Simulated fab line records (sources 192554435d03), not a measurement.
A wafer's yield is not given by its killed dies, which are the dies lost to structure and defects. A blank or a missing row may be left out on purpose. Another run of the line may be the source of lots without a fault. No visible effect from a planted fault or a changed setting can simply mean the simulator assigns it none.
Split-lot trial || flow n5Finfet || on a route of 1938 steps: 7 lots, 21 wafers read

== THE SPLIT ITSELF ==
At N5_BEOL_M3_EXPOSE_08 (exposes mask M3), the setting doseMj was moved away from the recipe's 33 on 7 of the 21 wafers read, by -6.4% to +5.2%. For the rest of the wafers, this setting stayed at what the recipe calls for.

== FROM THE SPLIT TO THE READING: what the file shows between them, 10 steps ==
- N5_BEOL_M3_PEB_09: peb time 60 s
- N5_BEOL_M3_DEVELOP_10: develop time 30 s
- N5_BEOL_M3_CD_MEAS_11: target cd 17.05 nm
- N5_BEOL_M3_DESCUM_16: chemistry O2, time 7 s
- N5_BEOL_M3_ETCH_74: etches underlayer in N2/H2, target depth 6.5 nm, time 5.2 s
- N5_BEOL_M3_ETCH_63: etches SiARC in CF4, target depth 15.6 nm, time 26 s
- N5_BEOL_M3_ETCH_64: etches SOC in N2/H2, target depth 75 nm, overetch 15 nm, time 112.5 s
- N5_BEOL_M3_STRIP_65: strips in N2/H2
- N5_BEOL_M3_HM_OPEN_17: chemistry Cl2/BCl3, target TiN, target depth 20 nm, overetch 6 nm
- N5_BEOL_M3_STRIP_19: strips in O2

== THE READING ==
cdNm, in nm, at N5_BEOL_M3_CD_MEAS_18 (pitch 36 nm, target cd 18 nm). Typical for fault-free wafers on this fab line: 18.04 nm, with standard deviation 0.28 nm.

{"wafer": "L075.1", "tool, chamber at the split": "euvScanner-01, 0", "doseMj as run": 34.44, "against the recipe": "+4.4%", "cdNm, nm": 19.17, "against lot-mates on the recipe": "+0.85"}
{"wafer": "L075.4", "tool, chamber at the split": "euvScanner-01, 0", "doseMj as run": 34.44, "against the recipe": "+4.4%", "cdNm, nm": 19.48, "against lot-mates on the recipe": "+1.16"}
{"wafer": "L075.5", "tool, chamber at the split": "euvScanner-01, 0", "doseMj as run": 33, "against the recipe": "recipe", "cdNm, nm": 18.32, "against lot-mates on the recipe": "-"}
{"wafer": "L077.2", "tool, chamber at the split": "euvScanner-01, 0", "doseMj as run": 34.09, "against the recipe": "+3.3%", "cdNm, nm": 18.76, "against lot-mates on the recipe": "+0.97"}
{"wafer": "L077.3", "tool, chamber at the split": "euvScanner-01, 0", "doseMj as run": 34.09, "against the recipe": "+3.3%", "cdNm, nm": 18.40, "against lot-mates on the recipe": "+0.61"}
{"wafer": "L077.5", "tool, chamber at the split": "euvScanner-01, 0", "doseMj as run": 33, "against the recipe": "recipe", "cdNm, nm": 17.79, "against lot-mates on the recipe": "-"}
{"wafer": "L078.2", "tool, chamber at the split": "euvScanner-02, 0", "doseMj as run": 33, "against the recipe": "recipe", "cdNm, nm": 17.93, "against lot-mates on the recipe": "-"}
{"wafer": "L078.4", "tool, chamber at the split": "euvScanner-02, 0", "doseMj as run": 33, "against the recipe": "recipe", "cdNm, nm": 17.83, "against lot-mates on the recipe": "-"}
{"wafer": "L078.5", "tool, chamber at the split": "euvScanner-02, 0", "doseMj as run": 33, "against the recipe": "recipe", "cdNm, nm": 17.77, "against lot-mates on the recipe": "-"}
{"wafer": "L083.2", "tool, chamber at the split": "euvScanner-01, 0", "doseMj as run": 34.7, "against the recipe": "+5.2%", "cdNm, nm": 19.75, "against lot-mates on the recipe": "+1.61"}
{"wafer": "L083.4", "tool, chamber at the split": "euvScanner-01, 0", "doseMj as run": 34.7, "against the recipe": "+5.2%", "cdNm, nm": 18.93, "against lot-mates on the recipe": "+0.79"}
{"wafer": "L083.6", "tool, chamber at the split": "euvScanner-01, 0", "doseMj as run": 33, "against the recipe": "recipe", "cdNm, nm": 18.14, "against lot-mates on the recipe": "-"}
{"wafer": "L088.1", "tool, chamber at the split": "euvScanner-01, 0", "doseMj as run": 30.88, "against the recipe": "-6.4%", "cdNm, nm": 16.90, "against lot-mates on the recipe": -1.18}
{"wafer": "L088.4", "tool, chamber at the split": "euvScanner-01, 0", "doseMj as run": 33, "against the recipe": "recipe", "cdNm, nm": 18.27, "against lot-mates on the recipe": "-"}
{"wafer": "L088.5", "tool, chamber at the split": "euvScanner-01, 0", "doseMj as run": 33, "against the recipe": "recipe", "cdNm, nm": 17.88, "against lot-mates on the recipe": "-"}
{"wafer": "L090.3", "tool, chamber at the split": "euvScanner-02, 0", "doseMj as run": 33, "against the recipe": "recipe", "cdNm, nm": 18.09, "against lot-mates on the recipe": "-"}
{"wafer": "L090.5", "tool, chamber at the split": "euvScanner-02, 0", "doseMj as run": 33, "against the recipe": "recipe", "cdNm, nm": 18.14, "against lot-mates on the recipe": "-"}
{"wafer": "L090.6", "tool, chamber at the split": "euvScanner-02, 0", "doseMj as run": 33, "against the recipe": "recipe", "cdNm, nm": 17.65, "against lot-mates on the recipe": "-"}
{"wafer": "L092.1", "tool, chamber at the split": "euvScanner-02, 0", "doseMj as run": 33, "against the recipe": "recipe", "cdNm, nm": 18.33, "against lot-mates on the recipe": "-"}
{"wafer": "L092.2", "tool, chamber at the split": "euvScanner-02, 0", "doseMj as run": 33, "against the recipe": "recipe", "cdNm, nm": 17.75, "against lot-mates on the recipe": "-"}
{"wafer": "L092.5", "tool, chamber at the split": "euvScanner-02, 0", "doseMj as run": 33, "against the recipe": "recipe", "cdNm, nm": 17.73, "against lot-mates on the recipe": "-"}

THE FIT
A straight line over all 21 wafers: cdNm changes by +0.232 nm for each +1% of doseMj; r = +0.90; the points scatter about the line by 0.29 nm.
The same after taking each lot's own level away (the mean of its wafers on the recipe; 21 wafers): +0.216 nm for each +1%; r = +0.93; scatter 0.23 nm.
Per that fit: largest doseMj move, reading shift of 1.4 nm.
The lots' own levels span 17.790 to 18.320 nm, that is 1.9 times the standard deviation above.
The two slopes are in agreement: the lot-to-lot level therefore moves the slope only a little.
Check: for one of the wafers moved furthest among these (-6.4%), held out of the fit, the line's prediction against its lot-mates is -1.5 nm. Against them it came out at -1.18 nm.

== FURTHER SPLITS ON THESE WAFERS ==
These wafers also went through other splits before the reading. Each is held against what the fit with the lots' levels taken away leaves over:
{"other split on the same wafers": "N5_BEOL_M0_SAQP_COAT_105 spinRpm", "wafers away from the commonest value": 10, "r with cdNm (lot level and that fit taken away)": -0.05}
{"other split on the same wafers": "N5_BEOL_M0_SPUTTER_116 timeS", "wafers away from the commonest value": 12, "r with cdNm (lot level and that fit taken away)": "+0.01"}
{"other split on the same wafers": "N5_BEOL_M1_COAT_68 spinRpm", "wafers away from the commonest value": 5, "r with cdNm (lot level and that fit taken away)": -0.23}
{"other split on the same wafers": "N5_BEOL_M1_DESCUM_33 timeS", "wafers away from the commonest value": 5, "r with cdNm (lot level and that fit taken away)": -0.11}
{"other split on the same wafers": "N5_BEOL_M1_CMP_52 downForcePsi", "wafers away from the commonest value": 9, "r with cdNm (lot level and that fit taken away)": -0.10}
{"other split on the same wafers": "N5_BEOL_M2_ILD_DEP_00 timeS", "wafers away from the commonest value": 8, "r with cdNm (lot level and that fit taken away)": "+0.04"}

== THE WHOLE CHAIN: every reading that the file lists as answering this split, in the file's order ==
{"step": "N5_BEOL_M3_CD_MEAS_11", "what it does": "target cd 17.05 nm", "reading": "cdNm", "change (the file's fit)": "+0.213 nm for each +1% of the setting", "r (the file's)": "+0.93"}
{"step": "N5_BEOL_M3_ETCH_74", "what it does": "etches underlayer in N2/H2, target depth 6.5 nm, time 5.2 s", "reading": "BEOL_M3.cdOffsetNm (the simulator's own value, which no gauge read)", "change (the file's fit)": "+0.211 nm for each +1% of the setting", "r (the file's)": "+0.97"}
{"step": "N5_BEOL_M3_ETCH_63", "what it does": "etches SiARC in CF4, target depth 15.6 nm, time 26 s", "reading": "BEOL_M3.cdOffsetNm (the simulator's own value, which no gauge read)", "change (the file's fit)": "+0.199 nm for each +1% of the setting", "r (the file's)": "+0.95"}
{"step": "N5_BEOL_M3_CD_MEAS_18", "what it does": "pitch 36 nm, target cd 18 nm", "reading": "cdNm", "change (the file's fit)": "+0.212 nm for each +1% of the setting", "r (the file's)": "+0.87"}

== THE FILE'S OWN FIT ==
cdNm changes by +0.212 nm for each +1% of doseMj, r = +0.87.
